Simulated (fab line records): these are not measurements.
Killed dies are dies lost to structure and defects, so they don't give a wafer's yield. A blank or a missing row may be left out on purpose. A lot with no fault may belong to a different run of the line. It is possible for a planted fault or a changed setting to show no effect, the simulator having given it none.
Which tool is to blame? + flow nandHarc + Sampling: 14 lots, 42 wafers, 2 of 1159 route steps

## WHAT THE GAUGES READ, wafer by wafer
NHARC_P_GATE_CD_MEAS_11: target cd 1640 nm. Usual: cdNm at 1639.9 nm, with a standard deviation of 1.8.
| lot  | measured    | on       | cdNm (nm)            | flag |
|------|-------------|----------|----------------------|------|
| L177 | day 4 03:40 | cdSem-02 | 1639.5 1640.3 1637.7 |      |
| L179 | day 4 08:23 | cdSem-02 | 1640.2 1639.4 1640.9 |      |
| L181 | day 5 01:19 | cdSem-02 | 1640.9 1643.4 1644.0 |      |
| L183 | day 5 13:55 | cdSem-01 | 1636.8 1637.0 1637.1 |      |
| L184 | day 5 22:08 | cdSem-03 | 1638.8 1640.5 1640.1 |      |
| L186 | day 6 03:57 | cdSem-02 | 1640.5 1641.1 1641.6 |      |
| L187 | day 6 15:44 | cdSem-03 | 1638.6 1638.9 1637.2 |      |
| L190 | day 7 10:04 | cdSem-03 | 1639.7 1643.5 1640.6 |      |
| L192 | day 7 10:01 | cdSem-03 | 1642.1 1639.5 1639.2 |      |
| L195 | day 8 16:43 | cdSem-01 | 1638.4 1636.3 1636.0 |      |
| L196 | day 9 00:16 | cdSem-02 | 1637.2 1639.6 1639.5 |      |
| L197 | day 9 00:06 | cdSem-02 | 1640.9 1638.2 1639.3 |      |
| L199 | day 9 14:26 | cdSem-01 | 1638.9 1636.8 1638.9 |      |
| L200 | day 9 14:23 | cdSem-02 | 1641.8 1641.1 1640.6 |      |

## TOOL THAT RAN EACH LOT (tool first, then ch and the chambers of the sampled wafers, then the start)
| lot  | NHARC_P_STI_ETCH_15            |
|------|--------------------------------|
| L177 | rieSi-06 ch 2,3, day 2 11:34   |
| L179 | rieSi-04 ch 0,2, day 2 23:31   |
| L181 | rieSi-06 ch 0,1,3, day 3 11:43 |
| L183 | rieSi-02 ch 0,1,2, day 3 23:46 |
| L184 | rieSi-06 ch 0,3, day 4 05:22   |
| L186 | rieSi-04 ch 1,2,3, day 4 17:15 |
| L187 | rieSi-06 ch 1,2,3, day 4 23:21 |
| L190 | rieSi-02 ch 0,2, day 5 18:50   |
| L192 | rieSi-06 ch 2,3, day 6 05:55   |
| L195 | rieSi-04 ch 0,3, day 7 01:56   |
| L196 | rieSi-04 ch 1,2,3, day 7 08:40 |
| L197 | rieSi-02 ch 0,1,2, day 7 08:50 |
| L199 | rieSi-04 ch 0,1, day 8 00:29   |
| L200 | rieSi-02 ch 0,1,2, day 8 05:58 |
- NHARC_P_STI_ETCH_15: etches the open film in HBr/Cl2, target depth 300 nm, time 100.1 s.

## WHAT THE TOOLS THEMSELVES READ (means of the sampled wafers that have a number; where no wafer has one, the mark that the record gives instead)
NHARC_P_STI_ETCH_15. Usual: biasW 100.0 W, standard deviation 0.33; chamberPressureMTorr 14.997 mTorr, standard deviation 0.013; drypumpMotorCurrentA 5.7 A, standard deviation 0.56; oesProductAu 1.000 a.u., standard deviation 0.011; throttleValvePct 26.406 %, standard deviation 0.0099.
| lot  | tool     | biasW (W) | chamberPressureMTorr (mTorr) | drypumpMotorCurrentA (A) | oesProductAu (a.u.) | throttleValvePct (%) | flag |
|------|----------|-----------|------------------------------|--------------------------|---------------------|----------------------|------|
| L177 | rieSi-06 | 99.9      | 14.995                       | 5.7                      | 1.006               | 26.420               |      |
| L179 | rieSi-04 | 100.2     | 14.994                       | 6.4                      | 1.001               | 26.410               |      |
| L181 | rieSi-06 | 100.2     | 15.002                       | 5.7                      | 1.001               | 26.404               |      |
| L183 | rieSi-02 | 99.8      | 14.989                       | 5.6                      | 0.998               | 26.394               |      |
| L184 | rieSi-06 | 99.8      | 14.999                       | 5.8                      | 1.007               | 26.408               |      |
| L186 | rieSi-04 | 99.8      | 15.001                       | 5.9                      | 0.993               | 26.407               |      |
| L187 | rieSi-06 | 100.3     | 14.990                       | 5.6                      | 1.010               | 26.406               |      |
| L190 | rieSi-02 | 99.6      | 14.996                       | 5.6                      | 1.004               | 26.400               |      |
| L192 | rieSi-06 | 100.3     | 15.001                       | 5.7                      | 1.014               | 26.407               |      |
| L195 | rieSi-04 | 100.1     | 14.990                       | 6.4                      | 0.989               | 26.413               |      |
| L196 | rieSi-04 | 100.1     | 14.995                       | 5.9                      | 0.994               | 26.410               |      |
| L197 | rieSi-02 | 99.9      | 14.997                       | 5.6                      | 1.015               | 26.411               |      |
| L199 | rieSi-04 | 100.2     | 15.010                       | 5.3                      | 0.995               | 26.411               |      |
| L200 | rieSi-02 | 100.4     | 15.008                       | 5.6                      | 1.010               | 26.409               |      |

## THE ANSWER, worked out from the rows above alone
Rule: a lot counts as off when the mean over its wafers that have a number is more than 3 standard deviations away from the usual mean. Also off: a lot with no number at a reading for which 4 or more lots have one. All remaining lots with rows at the step are treated as sound. After the gauges, taken in route order, come the tools' own readings; for these a lot's mean is taken, as printed above. At the first step where some lot is off, the reading lying furthest off is the one used; lots without a number count as furthest.
Nothing can be told from this: no lot is off at any reading shown.

## WHAT THE SIMULATOR PUT IN
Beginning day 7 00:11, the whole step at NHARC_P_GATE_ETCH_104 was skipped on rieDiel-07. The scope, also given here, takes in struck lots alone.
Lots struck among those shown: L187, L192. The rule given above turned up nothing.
